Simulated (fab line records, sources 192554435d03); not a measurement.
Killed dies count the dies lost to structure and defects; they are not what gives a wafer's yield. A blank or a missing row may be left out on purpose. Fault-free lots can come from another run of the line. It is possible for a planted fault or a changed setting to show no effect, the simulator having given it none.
8D (eight disciplines) problem report, filled in by code | flow n5 finfet | the parts of the form that need people (team, actions taken, sign-off) are left out

## 1. THE ISSUE
Wafers with no fault read 12 with a standard deviation of 6.2, whereas killed at contacts at N5_PASSIVATION_PROBE_49 reads a mean of 161 on 1 wafer of 1 lot. That is +24 standard deviations from the usual mean.
Seen first at day 15 00:09 on prober-01, wafer L303.2. The record holds 3 wafers of 1 lot with a number at this step. Rule for "out" (also "out of limits"): further than 4 standard deviations from the usual mean. All remaining wafers that have a number are taken as sound.

## 2. WHAT THIS IS AND IS NOT
question                    | is                                                                                                      | is not
which readings at this step | killed at contacts, defect limited yield, killed dies, sort_bin_5_function, sort n pass, sort yield pct | killed_at_M0_to_M3, killed_at_M4_up, killed at front end, killed at other, killed open, killed short
which lots                  | L303                                                                                                    | -
which wafers of those lots  | L303.2                                                                                                  | L303.1, L303.4
read on which tools         | prober-01                                                                                               | -
when                        | from day 15 00:09                                                                                       | up to then (1 sound wafer); but 1 sound wafer of L303 came after

## 3. SUSPECTS, AND WHAT RULES EACH OUT
Counting: a tool at a process step up to the reading stays a suspect if it ran every lot that is out. Sound lots after the first of them don't rule it out here, since some wafers of a struck lot are sound.
- wet bench-06 at N5_MOL_CONTACT_COAG_PRECLEAN_125 (cleans in DIW, time 57.5 s): kept. It ran the lot that is out, L303 (day 7 17:06).
- pvd sputter-01 at N5_MIM_TOP_SPUTTER_03 (material TiN, target thk 35 nm, time 89.7 s): kept. It ran the lot that is out, L303 (day 14 14:07).
- rie diel-04 at N5_MIM_TOP_LITHO_DESCUM_10 (chemistry O2, time 7.9 s): kept. It ran the lot that is out, L303 (day 14 14:44).
- prober-01 at N5_PASSIVATION_PROBE_49: kept. It ran the lot that is out, L303 (day 15 00:06). Out on those wafers are its own readings of defect limited yield, killed at contacts, killed dies, sort_bin_5_function, sort n pass, sort yield pct.
- At N5_MOL_CONTACT_COAG_PRECLEAN_125, inside wet bench-06: chamber 6 took the wafers that are out, while their sound lot-mates went through chambers 3, 4.
- At N5_MIM_TOP_LITHO_DESCUM_10, inside rie diel-04: chamber 2 took the wafers that are out, while their sound lot-mates went through chambers 0, 1.
Left after counting: wet bench-06 at N5_MOL_CONTACT_COAG_PRECLEAN_125, pvd sputter-01 at N5_MIM_TOP_SPUTTER_03, rie diel-04 at N5_MIM_TOP_LITHO_DESCUM_10, prober-01 at N5_PASSIVATION_PROBE_49.

## 4. THE CAUSE (what the simulator had put in)
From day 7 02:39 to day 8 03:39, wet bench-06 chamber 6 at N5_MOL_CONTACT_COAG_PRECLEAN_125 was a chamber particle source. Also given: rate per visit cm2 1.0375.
Of the 4 suspects that counting leaves, this tool is one.

## 5. SEQUENCE OF EFFECTS, ordered by route
Each row: a reading whose mean over the struck wafers that have a number lies more than 3 standard deviations from the usual. Only readings for which the record gives a usual standard deviation are gone through. hours: the time from each lot's start at the first step in this table that gives one to its start at this step, as a median over the lots. sigmas: the change in usual standard deviations.
hours | step                    | reading              | usual  | on struck wafers | change | sigmas
0     | N5_PASSIVATION_PROBE_49 | defect limited yield | 91.1 % | 79.2             | -11.9  | -8.5
0     | N5_PASSIVATION_PROBE_49 | killed at contacts   | 12     | 161              | +149   | +24
0     | N5_PASSIVATION_PROBE_49 | killed dies          | 105    | 246              | +141   | +8.8
0     | N5_PASSIVATION_PROBE_49 | sort_bin_5_function  | 5.2 %  | 12.7             | +7.5   | +7.8
0     | N5_PASSIVATION_PROBE_49 | sort n pass          | 1075   | 934              | -141   | -8.8
0     | N5_PASSIVATION_PROBE_49 | sort yield pct       | 91.1 % | 79.2             | -11.9  | -8.5
Its process steps:
- N5_PASSIVATION_PROBE_49

## 6. WHAT WOULD HAVE CAUGHT IT SOONER
189 hours passed between the start of the fault at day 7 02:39 and the first reading out of limits in this record, taken at day 15 00:09.
No tool reading at N5_MOL_CONTACT_COAG_PRECLEAN_125 that has a usual standard deviation in the record was out on any struck wafer, so an alarm limit of 4 standard deviations on those readings would not have fired.
By day 15 00:09, every lot that is out (1) had started N5_MOL_CONTACT_COAG_PRECLEAN_125 on wet bench-06. Had the tool been put on hold then, not one of them would have been saved.
